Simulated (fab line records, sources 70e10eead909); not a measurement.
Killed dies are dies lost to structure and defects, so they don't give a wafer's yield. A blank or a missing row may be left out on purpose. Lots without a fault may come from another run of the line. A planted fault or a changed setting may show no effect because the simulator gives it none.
Which tool did it? | flow nand_harc | 12 lots, 32 wafers sampled, at 6 steps of a route of 1159

WHAT THE GAUGES READ, wafer by wafer
NHARC_END_SORT_01.
lot  | measured     | on        | killed_at_array | killed_at_other | killed_at_periphery | killed_dies | killed_open | killed_short
L963 | day 25 04:35 | prober-01 | 21              | 0               | 34                  | 55          | 6           | 2
L962 | day 26 03:12 | prober-02 | 39              | 0               | 27                  | 66          | 1           | 1

WHICH TOOL RAN EACH LOT (tool, then ch and the chambers of the sampled wafers, then the start)
lot  | NHARC_P_CONTACT_DESCUM_17          | NHARC_P_CONTACT_ETCH_18           | NHARC_P_CONTACT_DEGAS_38     | NHARC_P_CONTACT_CMP_24        | NHARC_P_M0_DESCUM_14
L944 | rie_diel-03 ch 1,2, day 5 16:23    | rie_diel-03 ch 0,2,3, day 5 16:51 | pvd_sputter-03, day 5 18:05  | cmp-02 ch 0,2, day 5 23:37    | rie_diel-07 ch 0,1,2, day 6 01:52
L947 | rie_diel-12 ch 0,1,3, day 6 06:33  | rie_diel-12 ch 0,1,2, day 6 07:04 | pvd_sputter-01, day 6 08:08  | cmp-01 ch 2,3, day 6 11:09    | rie_diel-01 ch 0,1,2, day 6 12:42
L949 | rie_diel-12 ch 1,3, day 6 13:05    | rie_diel-12 ch 0,3, day 6 13:40   | pvd_sputter-01, day 6 14:50  | cmp-02 ch 1,2,3, day 6 15:56  | rie_diel-11 ch 0,2, day 6 17:26
L951 | rie_diel-03 ch 0,2,3, day 7 11:23  | rie_diel-03 ch 1,2,3, day 7 11:53 | pvd_sputter-03, day 7 13:01  | cmp-04 ch 0,2, day 7 15:43    | rie_diel-11 ch 1,2,3, day 7 17:21
L952 | rie_diel-12 ch 0,1, day 7 11:52    | rie_diel-12 ch 1,2, day 7 12:20   | pvd_sputter-01, day 7 13:52  | cmp-02 ch 0,1,2, day 7 21:46  | rie_diel-01 ch 0,1, day 7 23:13
L953 | rie_diel-03 ch 0,3, day 7 22:50    | rie_diel-03 ch 2,3, day 7 23:18   | pvd_sputter-03, day 8 00:24  | cmp-02 ch 0,1, day 8 01:30    | rie_diel-07 ch 1,3, day 8 02:52
L957 | rie_diel-12 ch 0,1, day 8 18:02    | rie_diel-12 ch 0,1,2, day 8 18:40 | pvd_sputter-02, day 8 19:49  | cmp-04 ch 2,3, day 8 21:08    | rie_diel-01 ch 1,2, day 8 22:38
L959 | rie_diel-03 ch 0,1,3, day 9 11:22  | rie_diel-03 ch 0,1, day 9 11:49   | pvd_sputter-03, day 9 12:56  | cmp-01 ch 1,2, day 9 18:02    | rie_diel-01 ch 1,2,3, day 9 19:33
L963 | rie_diel-12 ch 1, day 10 05:11     | rie_diel-12 ch 3, day 10 05:43    | pvd_sputter-03, day 10 07:02 | cmp-01 ch 3, day 10 10:03     | rie_diel-11 ch 2, day 10 14:26
L962 | rie_diel-12 ch 1, day 10 05:36     | rie_diel-12 ch 3, day 10 06:34    | pvd_sputter-03, day 10 07:53 | cmp-02 ch 1, day 10 15:14     | rie_diel-01 ch 2, day 10 19:46
L967 | rie_diel-03 ch 0,1,2, day 11 03:01 | rie_diel-03 ch 0,1, day 11 03:50  | pvd_sputter-01, day 11 05:05 | cmp-04 ch 0,1, day 11 09:26   | rie_diel-07 ch 0,1,2, day 11 10:49
L966 | rie_diel-03 ch 0,1,2, day 11 11:38 | rie_diel-03 ch 0,1, day 11 12:07  | pvd_sputter-01, day 11 13:13 | cmp-01 ch 0,2,3, day 11 16:08 | rie_diel-11 ch 1,2,3, day 11 17:35
- NHARC_P_CONTACT_DESCUM_17: chemistry O2, time 3 s.
- NHARC_P_CONTACT_ETCH_18: etches the open film in C4F8/O2/Ar, target depth 481 nm, time 240.5 s.
- NHARC_P_CONTACT_DEGAS_38: time 60 s.
- NHARC_P_CONTACT_CMP_24: polishes, t overpolish 30 s, target thk 200 nm.
- NHARC_P_M0_DESCUM_14: chemistry O2, time 3 s.

WHAT THE TOOLS THEMSELVES READ (means of the sampled wafers that have a number; where no wafer has one, the mark that the record gives instead)
NHARC_P_CONTACT_DESCUM_17.
lot  | tool        | drypump_motor_current_A (A) | oes_product_au (a.u.) | rf_vpp_V (V) | showerhead_plenum_p_Torr (Torr) | throttle_valve_pct (%)
L944 | rie_diel-03 | 5.7                         | 1.011                 | 57.4         | 1.89                            | 11.311
L947 | rie_diel-12 | 5.3                         | 0.994                 | 57.1         | 1.83                            | 11.318
L949 | rie_diel-12 | 5.1                         | 1.002                 | 58.3         | 1.85                            | 11.314
L951 | rie_diel-03 | 5.8                         | 1.007                 | 58.0         | 1.92                            | 11.315
L952 | rie_diel-12 | 5.3                         | 0.996                 | 56.9         | 1.83                            | 11.315
L953 | rie_diel-03 | 5.6                         | 1.015                 | 57.2         | 1.94                            | 11.309
L957 | rie_diel-12 | 5.4                         | 0.992                 | 57.6         | 1.83                            | 11.315
L959 | rie_diel-03 | 5.5                         | 1.008                 | 57.7         | 1.88                            | 11.311
L963 | rie_diel-12 | 5.2                         | 1.001                 | 57.4         | 1.85                            | 11.308
L962 | rie_diel-12 | 5.2                         | 0.999                 | 56.9         | 1.85                            | 11.306
L967 | rie_diel-03 | 5.7                         | 0.988                 | 57.3         | 1.86                            | 11.314
L966 | rie_diel-03 | 5.7                         | 0.981                 | 57.2         | 1.86                            | 11.313

NHARC_P_CONTACT_ETCH_18.
lot  | tool        | oes_product_au (a.u.) | rf_vpp_V (V)
L944 | rie_diel-03 | 0.986                 | 977
L947 | rie_diel-12 | 0.954                 | 977
L949 | rie_diel-12 | 0.921                 | 972
L951 | rie_diel-03 | 0.977                 | 981
L952 | rie_diel-12 | 0.962                 | 981
L953 | rie_diel-03 | 0.971                 | 983
L957 | rie_diel-12 | 0.955                 | 976
L959 | rie_diel-03 | 0.969                 | 971
L963 | rie_diel-12 | 0.976                 | 972
L962 | rie_diel-12 | 0.936                 | 973
L967 | rie_diel-03 | 0.953                 | 970
L966 | rie_diel-03 | 0.925                 | 971

NHARC_P_CONTACT_DEGAS_38.
lot  | tool           | heater_power_w (W)
L944 | pvd_sputter-03 | 495
L947 | pvd_sputter-01 | 476
L949 | pvd_sputter-01 | 442
L951 | pvd_sputter-03 | 472
L952 | pvd_sputter-01 | 448
L953 | pvd_sputter-03 | 521
L957 | pvd_sputter-02 | 496
L959 | pvd_sputter-03 | 437
L963 | pvd_sputter-03 | 534
L962 | pvd_sputter-03 | 528
L967 | pvd_sputter-01 | 488
L966 | pvd_sputter-01 | 474

NHARC_P_CONTACT_CMP_24.
lot  | tool   | motor_current_A (A) | overpolish_run_s (s) | time_to_endpoint_s (s)
L944 | cmp-02 | 12.1                | 29.996               | 44.1
L947 | cmp-01 | 12.3                | 29.994               | 38.6
L949 | cmp-02 | 12.0                | 29.996               | 45.4
L951 | cmp-04 | 13.2                | 29.997               | 40.8
L952 | cmp-02 | 12.8                | 30.001               | 41.6
L953 | cmp-02 | 12.6                | 30.002               | 39.6
L957 | cmp-04 | 11.1                | 30.002               | 40.9
L959 | cmp-01 | 10.9                | 29.998               | 37.3
L963 | cmp-01 | 12.1                | 29.993               | 37.6
L962 | cmp-02 | 11.9                | 29.994               | 45.7
L967 | cmp-04 | 11.9                | 30.009               | 41.8
L966 | cmp-01 | 11.9                | 29.997               | 37.8

NHARC_P_M0_DESCUM_14.
lot  | tool        | drypump_motor_current_A (A) | oes_product_au (a.u.) | rf_vpp_V (V) | showerhead_plenum_p_Torr (Torr) | throttle_valve_pct (%)
L944 | rie_diel-07 | 5.9                         | 0.988                 | 57.4         | 1.88                            | 11.323
L947 | rie_diel-01 | 5.2                         | 0.994                 | 57.4         | 1.92                            | 11.312
L949 | rie_diel-11 | 5.7                         | 1.005                 | 57.8         | 1.92                            | 11.302
L951 | rie_diel-11 | 5.3                         | 0.998                 | 58.5         | 1.96                            | 11.310
L952 | rie_diel-01 | 4.9                         | 0.987                 | 58.3         | 1.92                            | 11.312
L953 | rie_diel-07 | 6.0                         | 0.991                 | 57.1         | 1.80                            | 11.311
L957 | rie_diel-01 | 5.1                         | 0.975                 | 58.0         | 1.91                            | 11.299
L959 | rie_diel-01 | 5.3                         | 0.992                 | 57.8         | 1.87                            | 11.307
L963 | rie_diel-11 | 5.9                         | 1.004                 | 57.4         | 1.98                            | 11.318
L962 | rie_diel-01 | 5.7                         | 0.994                 | 55.8         | 1.92                            | 11.317
L967 | rie_diel-07 | 5.9                         | 0.999                 | 58.6         | 1.88                            | 11.304
L966 | rie_diel-11 | 5.4                         | 0.997                 | 57.6         | 1.96                            | 11.311

THE ANSWER, worked out from the rows above alone
Rule: what is usual is taken from the lots themselves. Put in order of their means at a reading, lots are off if they are a third of the lots or fewer, leave a main group of 4 or more, and stand apart from it by a gap of 3 or more times the standard deviation of the main group's means; of several such gaps the widest counts. A main group whose means are all the same, to the digits that the tables above print for the reading, isn't used. A lot without any number at a reading at which 4 lots or more have one is off too. The other lots that the step has rows for count as sound. The gauges are gone through in route order, then the tools' own readings, and for those a lot's mean is taken as printed above. The first step at which some lot is off is used, and at that step the reading that is off furthest; a lot without a number counts as furthest.
No lot is off at any reading shown: from this, nothing can be told.

WHAT THE SIMULATOR HAD PUT IN
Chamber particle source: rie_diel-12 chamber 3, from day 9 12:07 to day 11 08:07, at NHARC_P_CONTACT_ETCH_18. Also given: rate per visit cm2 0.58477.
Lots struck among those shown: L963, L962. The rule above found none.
